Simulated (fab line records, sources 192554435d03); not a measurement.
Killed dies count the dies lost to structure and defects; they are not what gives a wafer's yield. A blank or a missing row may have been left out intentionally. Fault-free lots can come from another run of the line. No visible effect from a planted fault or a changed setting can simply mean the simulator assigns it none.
Problem report, 8D (eight disciplines) form, completed by code :: flow n5 finfet :: the parts of the form that need people (team, actions taken, sign-off) are left out

## 1. THE PROBLEM
Mean of etch rf on time s at N5_BEOL_M10_ETCH_65: 47.1 s across 4 wafers in 2 lots; on wafers with no fault it is 65.7 s (standard deviation 2.3). That is -8.1 standard deviations from the usual mean.
The step: etches SiARC in CF4, target depth 39 nm, time 65 s.
The first sign was on wafer L193.3 at day 11 09:46, on rie diel-05. The record has a number at this step for 29 wafers belonging to 12 lots. Rule for "out", or "out of limits": more than 4 standard deviations from the usual mean. The rest of the wafers with a number are treated as sound.

## 2. WHAT IT IS; WHAT IT IS NOT
question: which readings at this step
is: etch rf on time s
is not: drypump motor current A, oes product au, rf vpp V, showerhead plenum p Torr, throttle valve pct

question: which lots
is: L193, L198
is not: L187, L188, L190, L192, L199, L200, L203, L204, L208, L210

question: which wafers of those lots
is: all that have a number
is not: -

question: read on which tools
is: rie diel-05
is not: rie diel-03, rie diel-06

question: when
is: from day 11 09:46
is not: up to then (11 sound wafers); but 14 sound wafers of L199, L200, L203, L204, L208, L210 came after

## 3. WHAT RULES OUT EACH SUSPECT
Counting: any tool at a process step up to the reading is kept as a suspect provided that every lot that is out went through it and no sound lot did after the first of them.
- rie diel-05 at N5_BEOL_M10_ETCH_65 (etches SiARC in CF4, target depth 39 nm, time 65 s): ruled out as a lasting fault. The sound lots L210 went through it after L193, its earliest lot that is out (day 11 09:46).
Left after counting: nothing in the record.

## 4. THE CAUSE (what the simulator had put in)
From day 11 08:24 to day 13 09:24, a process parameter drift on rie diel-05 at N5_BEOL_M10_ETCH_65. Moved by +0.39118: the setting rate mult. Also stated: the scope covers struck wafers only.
Counting ruled it out, wrongly.

## 5. SEQUENCE OF EFFECTS, ordered by route
Each row: a reading whose mean over the struck wafers that have a number lies more than 3 standard deviations from the usual. Only readings for which the record gives a usual standard deviation are gone through. hours: the time from each lot's start at the first step in this table that gives one to its start at this step, as a median over the lots. sigmas: the change in usual standard deviations.
hours: 0
step: N5_BEOL_M10_ETCH_65
reading: etch rf on time s
usual: 65.7 s
on struck wafers: 47.1
change: -18.6
sigmas: -8.1
Here are the process steps it includes:
- N5_BEOL_M10_ETCH_65: etches SiARC in CF4, target depth 39 nm, time 65 s.
At these later measuring or inspecting steps, every struck wafer for which the step has a row has a number for every such reading, and none has moved that far: N5_BEOL_M10_OCD_MEAS_38.

## 6. WHAT WOULD HAVE CAUGHT IT SOONER
In this record the first reading out of limits was taken at day 11 09:46, 1 hour after the fault began at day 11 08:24.
